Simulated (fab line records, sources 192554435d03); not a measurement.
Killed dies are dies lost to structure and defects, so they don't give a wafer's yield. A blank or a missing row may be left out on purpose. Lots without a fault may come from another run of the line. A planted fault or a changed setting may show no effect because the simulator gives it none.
Chamber matching | flow n5_finfet | N5_BEOL_M9_ETCH_76 on rie_diel-02: 4 sister chambers
The step etches underlayer in N2/H2, target depth 6.5 nm, time 5.2 s. 8 wafers are shown with their chamber, then 8 later ones without.

WAFERS WITH THEIR CHAMBER
wafer  | chamber | throttle_valve_pct (%) | showerhead_plenum_p_Torr (Torr)
L074.6 | 0       | 17.62                  | 2.48
L079.4 | 2       | 17.79                  | 2.49
L083.3 | 2       | 17.80                  | 2.48
L083.5 | 0       | 17.61                  | 2.48
L085.3 | 3       | 18.16                  | 2.41
L085.4 | 1       | 18.21                  | 2.40
L085.5 | 3       | 18.16                  | 2.41
L086.3 | 1       | 18.27                  | 2.40

WAFERS WITHOUT THEIR CHAMBER
wafer  | throttle_valve_pct (%) | showerhead_plenum_p_Torr (Torr)
L086.4 | 17.67                  | 2.47
L086.6 | 18.25                  | 2.40
L094.2 | 17.72                  | 2.72
L094.3 | 17.85                  | 2.47
L094.6 | 17.67                  | 2.46
L096.1 | 17.74                  | 2.72
L096.3 | 17.73                  | 2.72
L096.5 | 17.69                  | 2.46

WHICH CHAMBER EACH WENT THROUGH
wafer  | from the rows above     | in truth
L086.4 | 0                       | 0
L086.6 | 1                       | 1
L094.2 | can't be placed: 2 or 0 | 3
L094.3 | 2                       | 2
L094.6 | 0                       | 0
L096.1 | can't be placed: 2 or 0 | 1
L096.3 | can't be placed: 2 or 0 | 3
L096.5 | can't be placed: 0 or 2 | 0
Placed correctly: 4 of 8. Can't be placed from these rows: 4 (the true chamber is among the candidates in 1). Placed wrongly: 0.
How it was worked out, from the rows above alone: a wafer's distance from a chamber is the root of the sum, over the readings, of the square of ((its reading less the chamber's mean) divided by the reading's scatter). The wafer belongs to the nearest chamber; if the next one is less than 2 further off, it can't be placed. A chamber's mean is the mean of its shown wafers. The scatter: the root of (the sum of the squares of (reading less its chamber's mean) over the shown wafers, divided by (wafers less chambers)).
